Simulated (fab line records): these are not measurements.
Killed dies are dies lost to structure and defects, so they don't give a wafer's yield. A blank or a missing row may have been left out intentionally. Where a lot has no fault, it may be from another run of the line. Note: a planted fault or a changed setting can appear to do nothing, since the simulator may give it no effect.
Commonality check across tools / flow nandHarc / Sample size 4 lots and 12 wafers

== REASON IT WAS OPENED ==
Flagged at NHARC_END_SORT_01: reading killedAtPeriphery, on 1 of 4 lots. Fault-free wafers read 3.1, with a standard deviation of 2.1.
Rule: flag the lot when none of its wafers has a number, or when each of its wafers that has one lies beyond 4 standard deviations from that mean. As for the other lots, they are considered sound.

lot=L801; measured=day 19 22:36; on=prober-02; killedAtPeriphery, wafer by wafer=3 3 5; flag=
lot=L799; measured=day 20 03:44; on=prober-01; killedAtPeriphery, wafer by wafer=0 1 1; flag=
lot=L809; measured=day 21 12:00; on=prober-02; killedAtPeriphery, wafer by wafer=640 649 641; flag=FLAGGED
lot=L816; measured=day 23 18:00; on=prober-02; killedAtPeriphery, wafer by wafer=5 2 1; flag=
The numbers of the flagged lots are 643.3 on average: +640.2 against the usual, or +99 or more standard deviations.

== WHICH TOOL RAN EACH LOT ==
Before the reading, the record contains 3 process steps out of a 1159-step route. Read each cell as the tool, then ch plus the chambers that the sampled wafers visited, then the start.
lot=L801; flag=; NHARC_P_GATE_ALD_36=aldSin-03 ch 0,3, day 5 03:14; NHARC_P_GATE_STRIP_75=plasmaAsher-02 ch 0,1, day 5 13:41; NHARC_P_GATE_EXPOSE_88=krfScanner-03 ch 0, day 5 16:03
lot=L799; flag=; NHARC_P_GATE_ALD_36=aldSin-04 ch 0,1,3, day 4 22:02; NHARC_P_GATE_STRIP_75=plasmaAsher-02 ch 1, day 5 09:58; NHARC_P_GATE_EXPOSE_88=krfScanner-03 ch 0, day 5 12:31
lot=L809; flag=FLAGGED; NHARC_P_GATE_ALD_36=aldSin-04 ch 0,2,3, day 7 08:20; NHARC_P_GATE_STRIP_75=plasmaAsher-02 ch 0,1, day 7 18:36; NHARC_P_GATE_EXPOSE_88=krfScanner-03 ch 0, day 7 20:54
lot=L816; flag=; NHARC_P_GATE_ALD_36=aldSin-03 ch 0,2, day 9 03:58; NHARC_P_GATE_STRIP_75=plasmaAsher-01 ch 0,1, day 9 14:23; NHARC_P_GATE_EXPOSE_88=krfScanner-02 ch 0, day 9 16:43
What is done by these steps:
- NHARC_P_GATE_ALD_36: deposits SiNx, target thk 20 nm, pulse time 60 s, ald cycles 223.
- NHARC_P_GATE_STRIP_75: strips in O2.
- NHARC_P_GATE_EXPOSE_88: exposes mask P HVN, target cd 2000 nm.
- NHARC_END_SORT_01

== FLAGGED AGAINST TOTAL, ONE TOOL AT A TIME (gauges that did the reading follow at the end) ==
step=NHARC_P_GATE_ALD_36; tool=aldSin-03; lots run=2; flagged=0; share of the flagged lots=none; sound lots run after its first flagged lot=-
step=NHARC_P_GATE_ALD_36; tool=aldSin-04; lots run=2; flagged=1; share of the flagged lots=all; sound lots run after its first flagged lot=0
step=NHARC_P_GATE_STRIP_75; tool=plasmaAsher-01; lots run=1; flagged=0; share of the flagged lots=none; sound lots run after its first flagged lot=-
step=NHARC_P_GATE_STRIP_75; tool=plasmaAsher-02; lots run=3; flagged=1; share of the flagged lots=all; sound lots run after its first flagged lot=0
step=NHARC_P_GATE_EXPOSE_88; tool=krfScanner-02; lots run=1; flagged=0; share of the flagged lots=none; sound lots run after its first flagged lot=-
step=NHARC_P_GATE_EXPOSE_88; tool=krfScanner-03; lots run=3; flagged=1; share of the flagged lots=all; sound lots run after its first flagged lot=0
step=NHARC_END_SORT_01; tool=prober-01; lots run=1; flagged=0; share of the flagged lots=none; sound lots run after its first flagged lot=-
step=NHARC_END_SORT_01; tool=prober-02; lots run=3; flagged=1; share of the flagged lots=all; sound lots run after its first flagged lot=1 (L816)

== WHAT THE TABLE ALLOWS ==
4 rows of the table ran every flagged lot: aldSin-04 at NHARC_P_GATE_ALD_36, plasmaAsher-02 at NHARC_P_GATE_STRIP_75, krfScanner-03 at NHARC_P_GATE_EXPOSE_88, prober-02 at NHARC_END_SORT_01.
- aldSin-04 at NHARC_P_GATE_ALD_36: 1 of its 2 lots flagged. Last sound lot L799 at day 4 22:02, first flagged lot L809 at day 7 08:20; a fault beginning in between fits.
- plasmaAsher-02 at NHARC_P_GATE_STRIP_75: 1 of its 3 lots flagged. Last sound lot L801 at day 5 13:41, first flagged lot L809 at day 7 18:36; a fault beginning in between fits.
- krfScanner-03 at NHARC_P_GATE_EXPOSE_88: 1 of its 3 lots flagged. Last sound lot L801 at day 5 16:03, first flagged lot L809 at day 7 20:54; a fault beginning in between fits.
- prober-02 at NHARC_END_SORT_01: 1 of its 3 lots flagged. Lots that were sound ran on it after the first flagged one (L816); a persistent fault on the entire tool would not allow that.
A lot count leaves these 3 tools indistinguishable: every one of them fits a fault beginning at some hour. More lots, or a look at what each step does to the wafer, might.

== WHAT THE SIMULATOR PUT IN ==
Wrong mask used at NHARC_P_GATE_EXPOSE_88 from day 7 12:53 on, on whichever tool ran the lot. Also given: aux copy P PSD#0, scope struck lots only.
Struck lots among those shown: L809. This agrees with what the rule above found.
